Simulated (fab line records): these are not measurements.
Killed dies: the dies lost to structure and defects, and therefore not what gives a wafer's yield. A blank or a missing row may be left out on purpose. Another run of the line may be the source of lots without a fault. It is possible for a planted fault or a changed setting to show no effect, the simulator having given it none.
2 desks, one fault :: flow nandHarc :: each desk has only its own numbers; what lay behind them comes last

AT THE TOOL OWNER'S DESK: lithoTrack-04
At NHARC_A_CONTACT_SOFTBAKE_64 (time 55 s), the tool's own readings, given per lot that ran on this tool as the mean of the sampled wafers with a number. The brackets show how far a lot's mean lies from the usual mean; more than 4 standard deviations puts the lot out of limits, marked OUT.
Columns: A = chillPlateTempC at NHARC_A_CONTACT_SOFTBAKE_64, usual 23.01 C; B = heaterPowerTotalW at NHARC_A_CONTACT_SOFTBAKE_64, usual 188.44 W
lot: L742
first seen here: day 22 03:00
A: 22.91
B: 188.37

lot: L743
first seen here: day 22 15:00
A: 23.00
B: 188.50

lot: L744
first seen here: day 23 03:00
A: 23.02
B: 188.49

lot: L759
first seen here: day 28 23:00
A: 23.07
B: 188.44

lot: L761
first seen here: day 29 20:00
A: 22.97
B: 191.74 (+22) OUT

lot: L764
first seen here: day 30 21:00
A: 22.89
B: 194.89 (+43) OUT
This desk finds L761, L764 out of limits, L761 being first, at day 29 20:00 (heaterPowerTotalW at NHARC_A_CONTACT_SOFTBAKE_64). L742, L743, L744, L759 stayed within limits.

AT THE METROLOGY DESK
Lot by lot, what the gauges showed, no matter which tool ran the lot: averages of those sampled wafers that carry a number. The brackets show how far a lot's mean lies from the usual mean; more than 4 standard deviations puts the lot out of limits, marked OUT.
Columns: A = cdNm at NHARC_A_CONTACT_CD_MEAS_53, usual 289.4 nm; B = overlayXNm at NHARC_A_CONTACT_OVL_MEAS_70, usual 0.0 nm; C = overlayYNm at NHARC_A_CONTACT_OVL_MEAS_70, usual -0.2 nm
lot: L742
first seen here: day 21 21:44
A: 290.0
B: 0.1
C: -0.2

lot: L743
first seen here: day 22 10:39
A: 289.5
B: 0.5
C: -0.2

lot: L745
first seen here: day 22 15:34
A: 289.8
B: 0.1
C: -0.6

lot: L744
first seen here: day 22 23:11
A: 289.0
B: -1.0
C: -0.2

lot: L748
first seen here: day 23 15:56
A: 288.5
B: -0.7
C: -1.2

lot: L750
first seen here: day 24 05:23
A: 290.1
B: -0.5
C: -0.5

lot: L749
first seen here: day 24 20:12
A: 287.2
B: -0.2
C: -0.2

lot: L751
first seen here: day 25 09:02
A: 289.9
B: -1.3
C: 1.2

lot: L752
first seen here: day 25 14:28
A: 289.5
B: -0.3
C: -0.1

lot: L754
first seen here: day 25 23:31
A: 288.9
B: -0.2
C: 0.4

lot: L753
first seen here: day 26 00:23
A: 289.5
B: -1.1
C: -0.9

lot: L759
first seen here: day 28 18:53
A: 289.3
B: 1.1
C: 0.6

lot: L761
first seen here: day 29 11:43
A: 290.4
B: 1.0
C: -0.9

lot: L764
first seen here: day 30 16:07
A: 289.7
B: -0.6
C: -0.3
Finding of this desk: none of the 14 lots has anything out of limits.

BROUGHT TOGETHER
On L761, L764, at day 29 20:00, an alarm was possible from the tool owner's desk.
The metrology desk saw nothing out of limits.
The metrology desk holds a record of L761, L764, inside its limits.
All the named lots went through NHARC_A_CONTACT_SOFTBAKE_64 on lithoTrack-04.

WHAT THE SIMULATOR HAD PUT IN
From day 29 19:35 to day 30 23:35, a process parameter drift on lithoTrack-04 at NHARC_A_CONTACT_SOFTBAKE_64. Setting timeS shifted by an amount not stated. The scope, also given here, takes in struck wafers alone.
Lots struck among those shown: L761, L764.
Hours from the fault's start to each desk's first reading out of limits: the tool owner's desk, 0.
